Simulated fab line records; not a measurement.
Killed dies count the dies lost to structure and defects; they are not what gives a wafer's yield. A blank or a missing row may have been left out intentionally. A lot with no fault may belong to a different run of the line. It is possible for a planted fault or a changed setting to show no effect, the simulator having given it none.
Chamber matching    flow n5-finfet    thermal-cvd-si-01 running N5_HKMG_FIN_CVD_62: 3 sister chambers
The step deposits a-Si from Si2H6, target thk 3 nm, time 20.8 s. 22 wafers are shown with their chamber, then 11 later ones without.

WAFERS PAIRED WITH THEIR CHAMBERS
wafer   chamber  heater-power-w (W)  susceptor-temp-C (C)
L074.4  2        1537                499.68
L074.5  1        1534                499.74
L074.6  0        1577                500.37
L078.2  1        1551                500.12
L078.4  0        1564                500.19
L078.5  1        1587                499.85
L080.1  0        1557                499.99
L080.2  1        1532                500.30
L080.6  2        1511                499.82
L082.2  0        1542                500.00
L082.3  2        1523                499.79
L082.4  0        1564                499.24
L084.3  0        1555                500.02
L084.5  0        1575                499.70
L084.6  1        1555                499.94
L086.1  1        1521                499.63
L086.4  0        1591                500.63
L086.5  2        1521                499.60
L088.2  0        1578                499.91
L088.4  0        1564                500.12
L088.6  1        1613                500.10
L090.2  2        1560                500.32

SIGNATURES, as means of the wafers listed above
reading           chamber 0  chamber 1  chamber 2  scatter within a chamber
heater-power-w    1566.70    1556.14    1530.40    22.6
susceptor-temp-C  500.0170   499.9543   499.8420   0.317
Rule: a wafer lies at a distance from a chamber equal to the root of the sum of squares, over the readings, of (its reading less the chamber's mean, divided by the reading's scatter). The wafer belongs to the nearest chamber; if the next one is less than 2 further off, it can't be placed. The scatter is the square root of a quotient: the sum, over the shown wafers, of each reading's squared deviation from its chamber's mean, divided by wafers minus chambers.

WAFERS WITH NO CHAMBER GIVEN
wafer   heater-power-w (W)  susceptor-temp-C (C)
L090.3  1591                500.12
L090.4  1504                499.75
L092.1  1526                499.97
L092.2  1582                499.84
L092.5  1579                500.20
L094.2  1611                499.82
L094.4  1584                500.18
L094.5  1564                500.07
L096.3  1615                500.08
L096.4  1560                499.87
L096.6  1592                499.73

EACH ONE'S CHAMBER
wafer   from the rows above           in truth
L090.3  can't be placed: 0 or 1 or 2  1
L090.4  can't be placed: 2 or 1 or 0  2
L092.1  can't be placed: 2 or 1 or 0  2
L092.2  can't be placed: 0 or 1 or 2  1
L092.5  can't be placed: 0 or 1 or 2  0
L094.2  can't be placed: 0 or 1 or 2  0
L094.4  can't be placed: 0 or 1 or 2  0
L094.5  can't be placed: 0 or 1 or 2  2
L096.3  can't be placed: 0 or 1 or 2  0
L096.4  can't be placed: 1 or 0 or 2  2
L096.6  can't be placed: 0 or 1 or 2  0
Placed correctly: 0 of 11. Not placeable from these rows: 11 (in 11, the candidates include the true chamber). Placed wrongly: 0.
